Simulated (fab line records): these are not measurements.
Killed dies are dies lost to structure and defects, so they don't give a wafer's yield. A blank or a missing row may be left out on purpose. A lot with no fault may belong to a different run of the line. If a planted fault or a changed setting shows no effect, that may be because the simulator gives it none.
Chamber matching	flow nandHarc	pecvd-04 running NHARC_A_STAIRCASE_DEP_417: 3 sister chambers
The step deposits Si3N4, target thk 60 nm. 3 wafers are shown with their chamber, then 10 later ones without.

WAFERS, EACH WITH ITS CHAMBER
wafer	chamber	heaterPowerW (W)
L085.3	2	760
L085.4	1	673
L086.5	0	719

WAFERS WHOSE CHAMBER IS MISSING
wafer	heaterPowerW (W)
L086.6	773
L090.1	795
L090.4	754
L090.6	720
L094.3	706
L094.5	578
L094.6	682
L096.2	802
L096.5	786
L096.6	806

CHAMBER TAKEN BY EACH
wafer	from the rows above	in truth
L086.6	can't be placed: 2 or 0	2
L090.1	can't be placed: 2 or 0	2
L090.4	can't be placed: 2 or 0 or 1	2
L090.6	can't be placed: 0 or 2 or 1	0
L094.3	can't be placed: 0 or 1 or 2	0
L094.5	can't be placed: 1 or 0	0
L094.6	can't be placed: 1 or 0 or 2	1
L096.2	can't be placed: 2 or 0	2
L096.5	can't be placed: 2 or 0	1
L096.6	can't be placed: 2 or 0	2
Placed correctly: 0 of 10. Cannot be placed on the basis of these rows: 10; the candidates contain the true chamber in 9. Wrongly placed: 0.
How it was worked out, from the rows above alone: a wafer's distance from a chamber is the root of the sum, over the readings, of the square of ((its reading less the chamber's mean) divided by the reading's scatter). The wafer belongs to the nearest chamber; if the next one is less than 2 further off, it can't be placed. For every chamber, the mean is computed from those of its wafers that are shown. The scatter: root of mean squared gap, hidden wafer to nearest shown wafer, with one shown wafer a chamber.
